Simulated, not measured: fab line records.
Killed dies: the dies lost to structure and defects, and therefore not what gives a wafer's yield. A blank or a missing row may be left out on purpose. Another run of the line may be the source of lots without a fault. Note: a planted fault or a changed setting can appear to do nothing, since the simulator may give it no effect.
fab line records	flow nand_harc
[record] lots = 12	wafers = 36	last_day = 24
route steps=1159 shown A_ONON_D1@437 A_CHANNEL_HOLE_D1@451 END@1159
lots with no fault: from the same line, run without faults
start_h: hours from the record's opening day to when the first of the lot's shown wafers began	wait_h: time in hours since the lot's previous step	" as in the row above	L1.1+2: a single row standing in for several wafers	- either no value or no given start	* or withheld: withheld	< > ~ a bound
route shown NAME@n: a module of which the file shows steps, and the number in the route of the first	usual: mean/standard deviation taken from wafers without a fault	same: alike in all rows	chamber/n: place in a boat	sites: readings site by site	_std_site: their standard deviation	_edge_site: inner sites' mean taken away from outer sites' mean	radius_mm: how far each site lies from the wafer's centre	mask NAME#n: copy n	behind: the most recent tool/chamber to have shaped the wafer	hold: reason for holding the lot/hours on hold/outcome of the hold	device: whichever transistor did not switch (one of n, p or np)	end of line: the route-end tests of the same wafers	for a step that has no rows: nothing shown but its recipe	killed: count of dies lost to structure and defects at first sort (not the wafer's yield)	map: a wafer's dies, x killed, . not, _ none there
set.NAME: the run value of the setting; set.NAME@STEP: its run value at that earlier step	model.NAME: the simulator's own value behind a step, which no gauge read
a sample of lots followed through the steps of the route, with each step as a table and each wafer as a row
services: the hour from which a tool's chamber was out of use, counted from the record's first day as start_h (under 0 if before that day), plus the number of hours and why
[[steps]]
[step NHARC_A_ONON_D1_THK_MEAS_18]
[recipe] thk_meas_gauge = ellipsometry
[usual] thk_nm = 996/10
lot.wafer	tool	chamber	start_h	wait_h	thk_nm
L160.2	film_metro-02	-	182.11	-	988
L160.3	"	-	"	"	986
L160.5	"	-	"	"	986
L158.2	film_metro-01	-	193.48	-	999
L158.3	"	-	"	"	998
L158.5	"	-	"	"	999
L161.3	film_metro-02	-	193.51	-	980
L161.4	"	-	"	"	978
L161.5	"	-	"	"	979
L162.1	film_metro-01	-	201.90	-	984
L162.4	"	-	"	"	985
L162.6	"	-	"	"	984
L164.2	film_metro-02	-	216.82	-	971
L164.4	"	-	"	"	971
L164.6	"	-	"	"	973
L165.1	film_metro-02	-	224.47	-	1006
L165.3	"	-	"	"	1005
L165.4	"	-	"	"	1006
L166.1	film_metro-01	-	224.47	-	1007
L166.2	"	-	"	"	1007
L166.3	"	-	"	"	1009
L168.3	film_metro-02	-	247.66	-	1003
L168.4	"	-	"	"	1006
L168.6	"	-	"	"	1005
L171.2	film_metro-01	-	263.23	-	1002
L171.4	"	-	"	"	1002
L171.6	"	-	"	"	1003
L172.1	film_metro-02	-	263.23	-	1001
L172.3	"	-	"	"	1001
L172.4	"	-	"	"	1001
L176.1	film_metro-01	-	279.97	-	1014
L176.2	"	-	"	"	1014
L176.3	"	-	"	"	1014
L174.3	film_metro-01	-	279.99	-	997
L174.4	"	-	"	"	998
L174.5	"	-	"	"	996
[step NHARC_A_CHANNEL_HOLE_D1_DEP_01]
[recipe] target_thk_a = 1400	target_thk_nm = 140	temp_c = 400	pressure_torr = 3.5	flow_sccm = 200	rf_w = 350	material = SiON
[usual] heater_power_w = 809/100
lot.wafer	tool	chamber	start_h	wait_h	heater_power_w
L160.2	pecvd-01	0	189.73	1.3	628
L160.3	"	1	"	"	777
L160.5	"	2	"	"	785
L158.3	pecvd-01	0	198.41	1.0	620
L158.2	"	1	"	"	872
L158.5	"	0	"	"	645
L161.3	pecvd-03	1	198.48	1.0	864
L161.4	"	0	"	"	785
L161.5	"	2	"	"	852
L162.1	pecvd-01	1	206.75	1.6	877
L162.6	"	1	"	"	713
L162.4	"	2	"	"	900
L164.2	pecvd-04	2	221.76	1.4	910
L164.4	"	1	"	"	750
L164.6	"	2	"	"	910
L165.3	pecvd-01	0	229.28	1.0	563
L165.1	"	1	"	"	712
L165.4	"	2	"	"	903
L166.1	pecvd-04	0	230.58	1.6	836
L166.2	"	1	"	"	805
L166.3	"	2	"	"	918
L168.3	pecvd-03	2	252.58	1.1	900
L168.4	"	2	"	"	904
L168.6	"	0	"	"	773
L171.2	pecvd-04	1	268.05	1.3	729
L171.4	"	2	"	"	965
L171.6	"	2	"	"	771
L172.1	pecvd-03	0	268.54	1.6	779
L172.3	"	1	"	"	853
L172.4	"	1	"	"	855
L176.1	pecvd-03	1	284.91	1.6	746
L176.3	"	2	"	"	874
L176.2	"	0	"	"	755
L174.3	pecvd-03	2	285.80	1.0	888
L174.4	"	1	"	"	784
L174.5	"	0	"	"	728
[step NHARC_A_CHANNEL_HOLE_D1_INSPECT_12]
[usual] raw_defect_count = 6.0/2.6
lot.wafer	tool	chamber	start_h	wait_h	raw_defect_count
L160.2	defect_inspect-01	-	190.58	0.0	7
L160.3	"	-	"	"	9
L160.5	"	-	"	"	3
L158.2	defect_inspect-01	-	199.10	0.0	4
L158.3	"	-	"	"	13
L158.5	"	-	"	"	6
L161.3	defect_inspect-02	-	199.31	0.0	7
L161.4	"	-	"	"	8
L161.5	"	-	"	"	7
L162.1	defect_inspect-02	-	207.56	0.0	2
L162.4	"	-	"	"	3
L162.6	"	-	"	"	6
L164.2	defect_inspect-02	-	222.42	0.0	4
L164.4	"	-	"	"	4
L164.6	"	-	"	"	2
L165.1	defect_inspect-01	-	230.15	0.0	7
L165.3	"	-	"	"	8
L165.4	"	-	"	"	6
L166.1	defect_inspect-02	-	231.30	0.0	9
L166.2	"	-	"	"	6
L166.3	"	-	"	"	4
L168.3	defect_inspect-01	-	253.43	0.0	5
L168.4	"	-	"	"	3
L168.6	"	-	"	"	10
L171.2	defect_inspect-01	-	268.99	0.0	7
L171.4	"	-	"	"	5
L171.6	"	-	"	"	8
L172.1	defect_inspect-01	-	269.36	0.0	433
L172.3	"	-	"	"	446
L172.4	"	-	"	"	441
L176.1	defect_inspect-02	-	285.75	0.0	409
L176.2	"	-	"	"	439
L176.3	"	-	"	"	446
L174.3	defect_inspect-01	-	286.49	0.0	416
L174.4	"	-	"	"	445
L174.5	"	-	"	"	461
[step NHARC_A_CHANNEL_HOLE_D1_ETCH_34]
[recipe] target_depth_a = 1540	time_s = 77	cf4_flow_sccm = 100	chf3_flow_sccm = 30	ar_flow_sccm = 0	rf_w = 500	bias_w = 200	chemistry = CF4/CHF3
[usual] drypump_motor_current_A = 5.8/0.62	oes_product_au = 0.956/0.022	rf_vpp_V = 370.5/2.2	showerhead_plenum_p_Torr = 1.57/0.057	throttle_valve_pct = 16.803/0.009
lot.wafer	tool	chamber	start_h	wait_h	drypump_motor_current_A	oes_product_au	rf_hours_counter_h	rf_vpp_V	showerhead_plenum_p_Torr	throttle_valve_pct
L160.2	rie_diel-05	2	-	-	6.6	0.978	1	370.1	1.58	16.801
L160.3	"	3	"	"	5.8	0.970	1	368.8	1.55	16.798
L160.5	"	2	"	"	6.5	0.977	-	370.0	1.58	16.804
L158.3	rie_diel-05	3	-	-	5.8	0.925	2	368.5	1.55	16.804
L158.2	"	0	"	"	5.8	0.921	2	368.4	1.52	16.806
L158.5	"	2	"	"	6.4	0.929	-	369.6	1.58	16.818
L161.3	rie_diel-03	3	-	-	6.3	0.933	13	372.2	1.66	16.795
L161.4	"	2	"	"	6.6	0.961	12	366.1	1.48	16.806
L161.5	"	0	"	"	5.3	0.957	-	370.0	1.57	16.808
L162.1	rie_diel-05	1	-	-	6.5	0.984	2	372.9	1.63	16.785
L162.4	"	3	"	"	5.8	0.955	2	369.5	1.55	16.798
L162.6	"	1	"	"	6.5	0.978	-	372.1	1.63	16.802
L164.4	rie_diel-05	2	-	-	6.5	0.927	3	370.5	1.57	16.793
L164.2	"	1	"	"	6.5	0.929	3	374.4	1.63	16.803
L164.6	"	3	"	"	5.8	0.916	-	371.0	1.55	16.816
L165.3	rie_diel-05	0	-	-	5.7	0.961	5	368.8	1.52	16.793
L165.1	"	2	"	"	6.5	0.967	3	370.8	1.58	16.807
L165.4	"	3	"	"	5.8	0.944	4	369.4	1.55	16.796
L166.3	rie_diel-03	0	-	-	5.3	0.956	0	371.0	1.57	16.803
L166.2	"	2	"	"	6.6	0.962	1	367.8	1.47	16.801
L166.1	"	3	"	"	6.3	0.977	1	373.6	1.66	16.815
L168.3	rie_diel-05	0	-	-	5.7	0.920	6	367.5	1.52	16.813
L168.4	"	1	"	"	6.5	0.930	-	372.8	1.63	16.806
L168.6	"	2	"	"	6.5	0.934	-	370.7	1.57	16.786
L171.2	rie_diel-07	3	-	-	5.2	0.961	2	368.9	1.50	16.793
L171.6	"	3	"	"	5.2	0.949	-	367.9	1.50	16.815
L171.4	"	2	"	"	5.4	0.955	-	371.8	1.62	16.803
L172.4	rie_diel-03	3	-	-	6.3	0.958	4	373.3	1.66	16.814
L172.1	"	0	"	"	5.3	0.971	4	370.8	1.57	16.790
L172.3	"	1	"	"	4.9	0.952	4	371.8	1.59	16.818
L176.2	rie_diel-03	2	-	-	6.6	0.936	7	365.8	1.47	16.804
L176.3	"	3	"	"	6.3	0.928	6	373.0	1.66	16.803
L176.1	"	0	"	"	5.3	0.933	5	370.4	1.57	16.799
L174.3	rie_diel-05	2	-	-	6.5	0.965	6	371.2	1.57	16.790
L174.4	"	3	"	"	5.8	0.961	-	369.2	1.55	16.807
L174.5	"	0	"	"	5.7	0.963	-	368.0	1.52	16.804
[step NHARC_A_CHANNEL_HOLE_D1_ETCH_24]
[recipe] bias_v = 5000	source_w = withheld	pressure_mtorr = 20	time_s = 906.2	ar_flow_sccm = 375	c4f8_flow_sccm = 93.8	o2_flow_sccm = 31.2	temp_c = -20	target_depth_a = 15000	chemistry = C4F8/O2/Ar
[usual] drypump_motor_current_A = 5.89/0.24	showerhead_plenum_p_Torr = 3.65/0.059	throttle_valve_pct = 32.236/0.0089
lot.wafer	tool	chamber	start_h	wait_h	drypump_motor_current_A	rf_hours_counter_h	showerhead_plenum_p_Torr	throttle_valve_pct
L160.2	har_etch-01	1	196.65	0.6	5.94	192	3.72	32.220
L160.3	"	1	"	"	5.98	-	3.72	32.234
L160.5	"	1	"	"	5.95	-	3.72	32.238
L158.2	har_etch-01	0	202.53	0.6	5.71	198	3.70	32.241
L158.3	"	0	"	"	5.69	-	3.70	32.238
L158.5	"	0	"	"	5.71	-	3.70	32.225
L161.4	har_etch-02	1	203.17	0.6	5.66	-	3.65	32.241
L161.3	"	0	"	"	6.26	-	3.56	32.246
L161.5	"	1	"	"	5.65	-	3.65	32.226
L162.1	har_etch-01	0	211.05	0.6	5.71	201	3.70	32.233
L162.4	"	1	"	"	5.93	-	3.71	32.233
L162.6	"	1	"	"	5.89	-	3.71	32.222
L164.2	har_etch-02	0	225.79	0.6	6.32	126	3.56	32.233
L164.4	"	0	"	"	6.34	-	3.56	32.245
L164.6	"	1	"	"	5.65	-	3.65	32.242
L165.1	har_etch-01	1	233.66	0.6	5.94	211	3.71	32.248
L165.3	"	0	"	"	5.74	-	3.70	32.211
L165.4	"	1	"	"	5.97	-	3.71	32.254
L166.2	har_etch-02	0	234.76	0.6	6.32	130	3.56	32.239
L166.1	"	1	"	"	5.64	130	3.65	32.231
L166.3	"	0	"	"	6.32	-	3.56	32.254
L168.3	har_etch-02	1	257.26	0.6	5.66	-	3.64	32.243
L168.4	"	0	"	"	6.28	-	3.55	32.253
L168.6	"	0	"	"	6.31	-	3.55	32.230
L172.1	har_etch-02	0	272.74	0.6	6.29	149	3.55	32.233
L172.4	"	0	"	"	6.29	-	3.55	32.247
L172.3	"	1	"	"	5.65	-	3.64	32.233
L171.2	har_etch-01	1	272.76	0.6	5.92	228	3.70	32.228
L171.4	"	0	"	"	5.71	-	3.69	32.229
L171.6	"	1	"	"	5.91	-	3.70	32.244
L176.2	har_etch-01	0	289.12	0.6	5.72	236	3.68	32.243
L176.1	"	1	"	"	5.90	236	3.69	32.242
L176.3	"	0	"	"	5.70	-	3.68	32.234
L174.3	har_etch-02	0	290.35	0.6	6.28	-	3.54	32.256
L174.4	"	1	"	"	5.64	-	3.63	32.233
L174.5	"	0	"	"	6.26	-	3.54	32.227
[step NHARC_A_CHANNEL_HOLE_D1_INSPECT_40]
[usual] raw_defect_count = 61/17
lot.wafer	tool	chamber	start_h	wait_h	raw_defect_count
L160.2	defect_inspect-01	-	200.27	-	42
L160.3	"	-	"	"	67
L160.5	"	-	"	"	55
L158.2	defect_inspect-02	-	206.14	-	73
L158.3	"	-	"	"	96
L158.5	"	-	"	"	68
L161.3	defect_inspect-01	-	206.49	-	54
L161.4	"	-	"	"	43
L161.5	"	-	"	"	43
L162.1	defect_inspect-02	-	214.52	-	62
L162.4	"	-	"	"	64
L162.6	"	-	"	"	66
L164.2	defect_inspect-01	-	229.35	-	58
L164.4	"	-	"	"	53
L164.6	"	-	"	"	55
L165.1	defect_inspect-02	-	237.11	-	63
L165.3	"	-	"	"	69
L165.4	"	-	"	"	62
L166.1	defect_inspect-01	-	238.32	-	59
L166.2	"	-	"	"	32
L166.3	"	-	"	"	41
L168.3	defect_inspect-02	-	260.58	-	44
L168.4	"	-	"	"	47
L168.6	"	-	"	"	64
L171.2	defect_inspect-01	-	276.21	-	70
L171.4	"	-	"	"	68
L171.6	"	-	"	"	112
L172.1	defect_inspect-02	-	276.31	-	472
L172.3	"	-	"	"	495
L172.4	"	-	"	"	479
L176.1	defect_inspect-02	-	292.84	-	455
L176.2	"	-	"	"	489
L176.3	"	-	"	"	514
L174.3	defect_inspect-01	-	293.68	-	456
L174.4	"	-	"	"	487
L174.5	"	-	"	"	508
[step NHARC_END_SORT_01]
[recipe] temp_c = 25
[usual] killed_at_array = 29/11	killed_at_other = 0.6/0.75	killed_at_periphery = 3.1/2.1	killed_dies = 32/11	killed_open = 3.0/1.8	killed_short = 1.8/1.3
[same] gross_dies = 677
lot.wafer	tool	chamber	start_h	wait_h	killed_at_array	killed_at_other	killed_at_periphery	killed_dies	killed_open	killed_short
L160.2	prober-01	0	451.94	2.8	25	1	1	27	1	0
L160.3	prober-01	0	452.74	3.1	40	1	1	42	3	1
L160.5	prober-01	0	454.33	3.7	32	0	1	33	2	1
L165.1	prober-01	0	489.79	2.5	45	0	3	48	2	2
L165.3	prober-01	0	491.37	3.1	31	1	1	33	2	2
L165.4	prober-01	0	492.16	3.4	37	0	0	37	2	1
L166.1	prober-02	0	498.57	2.5	19	1	4	24	0	1
L166.2	prober-02	0	499.37	2.8	22	0	4	26	1	2
L166.3	prober-02	0	500.17	3.1	21	0	5	26	6	2
L168.3	prober-02	0	516.42	3.1	16	0	3	19	5	2
L168.4	prober-02	0	517.23	3.4	13	0	1	14	0	1
L168.6	prober-02	0	518.85	4.1	12	0	3	15	4	2
L172.1	prober-02	0	522.66	2.5	105	2	2	109	2	4
L172.3	prober-02	0	524.26	3.1	115	1	4	120	3	3
L172.4	prober-02	0	525.06	3.4	115	0	2	117	3	1
L174.3	prober-01	0	549.39	3.1	62	0	0	62	4	2
L174.4	prober-01	0	550.18	3.4	98	1	5	104	10	0
L174.5	prober-01	0	550.97	3.7	94	0	4	98	5	1
L176.1	prober-02	0	567.03	2.5	132	0	7	139	4	2
L176.2	prober-02	0	567.83	2.8	119	2	7	128	4	2
L176.3	prober-02	0	568.63	3.1	86	0	9	95	3	3
// killed by level:class
L160.2 A_SLIT:chamber_film_flake=13 A_CHANNEL_HOLE_D1:chamber_film_flake=8 A_CONTACT:chamber_film_flake=2 A_WL_FILL:geometric_particle:open=1 P_STI:chamber_film_flake=1 A_WL_FILL:chamber_film_flake=1 THIN_TSV:chamber_film_flake=1
L160.3 A_SLIT:chamber_film_flake=14 A_CHANNEL_HOLE_D1:chamber_film_flake=13 A_WL_FILL:chamber_film_flake=8 A_CONTACT:chamber_film_flake=2 P_GATE:geometric_particle:open=1 A_CONTACT:geometric_particle:open=1 A_BLC:geometric_particle:open=1 A_M0:geometric_particle:short=1
L160.5 A_CHANNEL_HOLE_D1:chamber_film_flake=15 A_SLIT:chamber_film_flake=12 A_CHANNEL_FILL_D1:geometric_particle:short=1 A_BLC:geometric_particle:open=1 A_M0:geometric_particle:open=1 P_ZERO_WELL:chamber_film_flake=1 A_WL_FILL:chamber_film_flake=1 A_CONTACT:chamber_film_flake=1
L165.1 A_CHANNEL_HOLE_D1:chamber_film_flake=17 A_SLIT:chamber_film_flake=14 A_CONTACT:chamber_film_flake=5 A_WL_FILL:chamber_film_flake=3 P_GATE:chamber_film_flake=2 A_CHANNEL_FILL_D1:geometric_particle:open=1 A_STAIRCASE:geometric_particle:short=1 A_WL_FILL:geometric_particle:open=1
L165.3 A_CHANNEL_HOLE_D1:chamber_film_flake=13 A_SLIT:chamber_film_flake=11 A_ONON_D1:geometric_particle:short=1 A_ONON_D1:geometric_particle:open=1 A_WL_FILL:geometric_particle:short=1 A_M0:geometric_particle:open=1 P_GATE:chamber_film_flake=1 A_CHANNEL_FILL_D1:chamber_film_flake=1
L165.4 A_SLIT:chamber_film_flake=14 A_CHANNEL_HOLE_D1:chamber_film_flake=13 A_CONTACT:chamber_film_flake=4 A_CHANNEL_FILL_D1:chamber_film_flake=2 A_ONON_D1:geometric_particle:short=1 A_ONON_D1:geometric_particle:open=1 A_CHANNEL_FILL_D1:geometric_particle:open=1 A_WL_FILL:chamber_film_flake=1
L166.1 A_SLIT:chamber_film_flake=13 A_CHANNEL_HOLE_D1:chamber_film_flake=3 P_STI:chamber_film_flake=2 A_CHANNEL_FILL_D1:geometric_particle:short=1 P_ZERO_WELL:chamber_film_flake=1 P_M1:chamber_film_flake=1 A_CHANNEL_FILL_D1:chamber_film_flake=1 A_M1:chamber_film_flake=1
L166.2 A_CHANNEL_HOLE_D1:chamber_film_flake=8 A_SLIT:chamber_film_flake=8 P_CONTACT:chamber_film_flake=2 A_STAIRCASE:chamber_film_flake=2 A_CHANNEL_FILL_D1:geometric_particle:open=1 A_CHANNEL_FILL_D1:geometric_particle:short=1 A_CONTACT:geometric_particle:short=1 P_STI:chamber_film_flake=1
L166.3 A_SLIT:chamber_film_flake=10 A_CHANNEL_HOLE_D1:chamber_film_flake=4 A_M0:geometric_particle:open=2 P_GATE:geometric_particle:open=1 P_CONTACT:geometric_particle:open=1 A_CHANNEL_FILL_D1:geometric_particle:short=1 A_SGD_CUT:geometric_particle:short=1 A_SGD_CUT:geometric_particle:open=1
L168.3 A_CHANNEL_HOLE_D1:chamber_film_flake=5 A_STAIRCASE:chamber_film_flake=5 P_M0:geometric_particle:open=2 P_M2:geometric_particle:open=1 A_CHANNEL_FILL_D1:geometric_particle:short=1 A_SGD_CUT:geometric_particle:open=1 A_CONTACT:geometric_particle:open=1 A_BLC:geometric_particle:short=1
L168.4 A_CHANNEL_HOLE_D1:chamber_film_flake=5 A_STAIRCASE:chamber_film_flake=5 A_ONON_D1:geometric_particle:short=1 P_BONDPAD:chamber_film_flake=1 A_CONTACT:chamber_film_flake=1 A_BLC:chamber_film_flake=1
L168.6 A_STAIRCASE:chamber_film_flake=4 A_CHANNEL_HOLE_D1:chamber_film_flake=3 A_CHANNEL_FILL_D1:geometric_particle:short=2 P_GATE:geometric_particle:open=1 P_CONTACT:geometric_particle:open=1 P_M0:geometric_particle:open=1 A_CONTACT:geometric_particle:open=1 A_ZERO_WELL:chamber_film_flake=1
L172.1 A_CHANNEL_HOLE_D1:unspecified=70 A_SLIT:chamber_film_flake=9 A_CHANNEL_HOLE_D1:chamber_film_flake=6 A_STAIRCASE:chamber_film_flake=6 A_CONTACT:chamber_film_flake=5 A_CHANNEL_HOLE_D1:geometric_particle:short=2 A_CHANNEL_FILL_D1:chamber_film_flake=2 A_ONON_D1:geometric_particle:open=1
L172.3 A_CHANNEL_HOLE_D1:unspecified=80 A_SLIT:chamber_film_flake=12 A_CONTACT:chamber_film_flake=6 A_CHANNEL_HOLE_D1:chamber_film_flake=6 A_WL_FILL:chamber_film_flake=4 P_STI:geometric_particle:short=2 A_STAIRCASE:chamber_film_flake=2 P_CONTACT:geometric_particle:open=1
L172.4 A_CHANNEL_HOLE_D1:unspecified=82 A_SLIT:chamber_film_flake=16 A_CHANNEL_HOLE_D1:chamber_film_flake=7 A_CONTACT:chamber_film_flake=4 A_BONDPAD:chamber_film_flake=2 P_M1:geometric_particle:open=1 A_ONON_D1:geometric_particle:short=1 A_CHANNEL_FILL_D1:geometric_particle:open=1
L174.3 A_CHANNEL_HOLE_D1:unspecified=38 A_CHANNEL_HOLE_D1:chamber_film_flake=11 A_STAIRCASE:chamber_film_flake=5 A_CHANNEL_FILL_D1:geometric_particle:open=3 A_CONTACT:chamber_film_flake=2 A_CHANNEL_FILL_D1:geometric_particle:short=1 A_CONTACT:geometric_particle:open=1 A_M1:geometric_particle:short=1
L174.4 A_CHANNEL_HOLE_D1:unspecified=79 A_CONTACT:chamber_film_flake=5 A_CHANNEL_HOLE_D1:chamber_film_flake=4 P_CONTACT:geometric_particle:open=3 A_CONTACT:geometric_particle:open=2 A_STAIRCASE:chamber_film_flake=2 P_GATE:geometric_particle:open=1 A_SOURCE_PLATE:geometric_particle:open=1
L174.5 A_CHANNEL_HOLE_D1:unspecified=78 A_CHANNEL_HOLE_D1:chamber_film_flake=7 A_CONTACT:chamber_film_flake=5 P_CONTACT:geometric_particle:open=3 A_STAIRCASE:chamber_film_flake=2 P_STI:geometric_particle:open=1 A_CHANNEL_FILL_D1:geometric_particle:short=1 A_BLC:geometric_particle:open=1
L176.1 A_CHANNEL_HOLE_D1:unspecified=81 A_SLIT:chamber_film_flake=22 A_CHANNEL_HOLE_D1:chamber_film_flake=19 P_M1:chamber_film_flake=5 A_STAIRCASE:chamber_film_flake=3 A_CHANNEL_FILL_D1:geometric_particle:short=2 P_CONTACT:geometric_particle:open=1 P_M2:geometric_particle:open=1
L176.2 A_CHANNEL_HOLE_D1:unspecified=82 A_CHANNEL_HOLE_D1:chamber_film_flake=15 A_SLIT:chamber_film_flake=14 P_M1:chamber_film_flake=5 A_M0:geometric_particle:open=2 A_WL_FILL:chamber_film_flake=2 P_CONTACT:geometric_particle:short=1 A_CONTACT:geometric_particle:short=1
L176.3 A_CHANNEL_HOLE_D1:unspecified=38 A_SLIT:chamber_film_flake=22 A_CHANNEL_HOLE_D1:chamber_film_flake=15 P_M1:chamber_film_flake=6 A_CHANNEL_FILL_D1:geometric_particle:short=3 A_STAIRCASE:chamber_film_flake=3 A_M1:chamber_film_flake=2 P_CONTACT:geometric_particle:open=1
[[services]]
tool	chamber	start_h	hours	kind
rie_diel-03	-	166.84	3.1	repair
pecvd-01	-	167.42	7.7	repair
rie_diel-05	0	172.60	-	clean
rie_diel-05	1	172.60	-	clean
rie_diel-05	2	172.60	-	clean
rie_diel-05	3	172.60	-	clean
rie_diel-03	-	193.39	0.6	repair
pecvd-04	-	195.00	13.0	pm
rie_diel-05	0	197.10	-	clean
rie_diel-05	1	197.10	-	clean
rie_diel-05	2	197.10	-	clean
rie_diel-05	3	197.10	-	clean
rie_diel-03	-	215.39	9.0	pm
rie_diel-05	0	221.60	-	clean
rie_diel-05	1	221.60	-	clean
rie_diel-05	2	221.60	-	clean
rie_diel-05	3	221.60	-	clean
rie_diel-07	-	228.20	9.0	pm
pecvd-01	-	237.16	13.0	pm
rie_diel-05	3	253.04	2.6	repair
pecvd-04	0	261.68	21.4	repair
rie_diel-07	1	267.38	13.2	repair
rie_diel-05	1	277.42	22.0	repair
pecvd-04	-	279.70	0.6	repair
[[key]]
[first_sign] step = NHARC_A_CHANNEL_HOLE_D1_INSPECT_12	reading = raw_defect_count	direction = up	sigmas = 99+	usual = 6.0	struck = 437.3
[effect] step = NHARC_A_CHANNEL_HOLE_D1_INSPECT_40	reading = raw_defect_count	direction = up	sigmas = 25	usual = 61	struck = 484
[effect] step = NHARC_END_SORT_01	reading = killed_at_array	direction = up	sigmas = 6.8	usual = 29	struck = 103
[more_kills_born_at] NHARC_A_CHANNEL_HOLE_D1_DEP_01@pecvd-03 = 628
met_at NHARC_A_CHANNEL_HOLE_D1_DEP_01
struck_lots L172,L174,L176
tester_left_out L172,L174,L176
not_acting_at NHARC_A_ONON_D1_THK_MEAS_18,NHARC_A_CHANNEL_HOLE_D1_ETCH_34,NHARC_A_CHANNEL_HOLE_D1_ETCH_24
onset_between 252.58 268.54
also_fits time
[fault] kind = chamber_particle_source	tool = pecvd-03	chamber = -	onset_h = 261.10	steps = NHARC_A_CHANNEL_HOLE_D1_DEP_01	rate_per_visit_cm2 = 0.64649	end_h = 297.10
// tester_left_out: of these lots the tester's yield and bins aren't shown, on N5 and GAA mostly nor the transistor test; their killed dies are dies lost to structure and defects alone, not to doping, threshold or leakage, so they don't give the yield
